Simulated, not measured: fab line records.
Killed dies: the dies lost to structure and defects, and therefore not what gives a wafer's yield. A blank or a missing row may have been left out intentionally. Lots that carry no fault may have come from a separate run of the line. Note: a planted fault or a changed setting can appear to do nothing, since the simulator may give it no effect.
A struck lot beside a sound one :: flow n5-finfet :: 36 out of 1938 route steps
Sound: the wafers L691.2, L691.4, L691.5. Struck: wafer L696.4. (L696.3 of the same lot was not struck and is left out.) The cause comes at the end.
Each step with rows lists, per side, the tool, then ch with its chambers, then its first start. Under that, the readings that differ: sound wafers :: struck wafers :: difference of the means :: sigmas: that difference in standard deviations of wafers without a fault.
alike: readings with means less than 2 such deviations apart, plus words and numbers identical on both sides. not compared: withheld readings, readings lacking a value on some wafer, bounds such as >300 that could conceal the same value, and numbers that have no deviation in the record and whose values overlap.
Wherever a step has rows on one side only, a row that says differs or no value, or a row with sigmas, the two part there. Numbers that don't overlap but have no deviation are shown without sigmas and don't part them. A reading that every wafer of one side lacks parts them only if that side has two wafers or more.

first, 8 steps without rows for these wafers: N5_MOL_CONTACT_COAG_PRECLEAN_138 (cleans in alkaline clean, time 60 s); N5_MOL_CONTACT_COAG_SRD_139 (time 30 s); N5_MOL_CONTACT_COAG_PRE_CLEAN_121; N5_MOL_CONTACT_COAG_CVD_140 (deposits W, target thk 66.5 nm, time 215 s); N5_MOL_CONTACT_COAG_PRECLEAN_127 (cleans in DIW, time 57.5 s); N5_MOL_CONTACT_COAG_SRD_128 (dry time 32 s); N5_MOL_CONTACT_COAG_CMP_52 (polishes, stops on SiO2, t overpolish 1.5 s, target thk 66.5 nm); N5_MOL_CONTACT_COAG_ANNEAL_112 (time 1800 s).
N5_BEOL_M0_SAQP_PECVD_00: deposits SiCN from 3MS/NH3, target thk 8 nm, time 14 s.
  sound on pecvd-03 ch 0,2, day 6 06:28; struck on pecvd-03 ch 1, day 7 18:51
reading: model.SiCN_of_BEOL_M0_SAQP_PECVD_00.thk-nm (nm)
sound: 8 8 8
struck: 5.4
difference: -2.6
sigmas: 
  alike: showerhead-plenum-p-Torr, showerhead-vpp-V, throttle-valve-pct
  not compared: since-wet-clean-h
then, 25 steps without rows for these wafers: N5_BEOL_M0_SAQP_ILD_DEP_01 (deposits SiOC from DEMS/O2, target thk 45.419 nm, time 8.7 s); N5_BEOL_M0_SAQP_HM_DEP_02 (deposits TiN, target thk 12 nm); N5_BEOL_M0_SAQP_PECVD_03 (deposits SiCN from 3MS/NH3, target thk 12 nm, time 21.1 s); N5_BEOL_M0_SAQP_PECVD_96 (deposits a-Si from SiH4/He, target thk 45 nm, time 45.2 s); N5_BEOL_M0_SAQP_PECVD_97 (deposits SiNx from SiH4/NH3/N2, target thk 23 nm, time 19.9 s); N5_BEOL_M0_SAQP_PECVD_04 (deposits a-Si from SiH4/He, target thk 60 nm, time 60.2 s); N5_BEOL_M0_SAQP_HM_DEP_111 (deposits SiO2 from SiH4/N2O, target thk 12 nm, time 7.2 s); N5_BEOL_M0_SAQP_COAT_81 (time 60 s, resist thk 100 nm); N5_BEOL_M0_SAQP_COAT_82 (time 60 s, resist thk 30 nm); N5_BEOL_M0_SAQP_COAT_08 (resist thk 90 nm); N5_BEOL_M0_SAQP_EBR_10; N5_BEOL_M0_SAQP_SOFTBAKE_09 (time 60 s); N5_BEOL_M0_SAQP_EXPOSE_11 (exposes mask M0 CORE, target cd 42 nm); N5_BEOL_M0_SAQP_PEB_12 (peb time 60 s); N5_BEOL_M0_SAQP_DEVELOP_13 (develop time 30 s); N5_BEOL_M0_SAQP_DESCUM_19 (chemistry O2, time 7.9 s); N5_BEOL_M0_SAQP_ETCH_83 (etches SiARC in CF4, target depth 39 nm, time 65 s); N5_BEOL_M0_SAQP_ETCH_84 (etches SOC in N2/H2, target depth 100 nm, overetch 20 nm, time 150 s); N5_BEOL_M0_SAQP_STRIP_80 (strips in N2/H2); N5_BEOL_M0_SAQP_HM_OPEN_112 (chemistry CHF3/O2, target SiO2, stops on a-Si, target depth 12 nm, time 13.5 s); N5_BEOL_M0_SAQP_STRIP_113 (strips in CHF3/O2); N5_BEOL_M0_SAQP_MANDREL_ETCH_20 (etches a-Si in HBr/Cl2, stops on SiNx, target depth 60 nm, bt time 10 s, time 30 s); N5_BEOL_M0_SAQP_STRIP_86 (strips in N2/H2); N5_BEOL_M0_SAQP_STRIP_115 (strips in post etch residue remover, time 60 s); N5_BEOL_M0_SAQP_SRD_93 (time 30 s).
N5_BEOL_M0_ETCH_109: etches SiCN in CH3F/O2, target depth 8 nm, overetch 2.4 nm, time 27.4 s.
  sound on rie-diel-02 ch 1,2,3, day 6 16:21; struck on rie-diel-02 ch 0, day 8 04:58
reading: model.etch.depth-nm (nm)
sound: 8.001 8.033 8.004
struck: 5.489
difference: -2.524
sigmas: 
  alike: drypump-motor-current-A, oes-product-au, rf-vpp-V, showerhead-plenum-p-Torr, throttle-valve-pct
  not compared: rf-hours-counter-h
-- record jumps: 2 days separate the struck wafers' starts on either side; left off in module BEOL_M0, taken up again in module BEOL_M4, whose first shown step is the route's number 1111 --
N5_BEOL_M4_RC_MEAS_101:
  sound on prober-02 ch 0, day 9 02:28; struck on prober-01 ch 0, day 10 08:30
reading: VT_N (mV)
sound: 251.1 255.2 257.5
struck: 247.5
difference: -7.1
sigmas: -2
  alike: DIBL_N, DIBL_P, IOFF_N, IOFF_P, ION_N, ION_P, SS_N, SS_P, VT_P

== WHERE THEY PART ==
At N5_BEOL_M4_RC_MEAS_101 and nowhere else, as far as this record goes.

WHY: what had been put in by the simulator
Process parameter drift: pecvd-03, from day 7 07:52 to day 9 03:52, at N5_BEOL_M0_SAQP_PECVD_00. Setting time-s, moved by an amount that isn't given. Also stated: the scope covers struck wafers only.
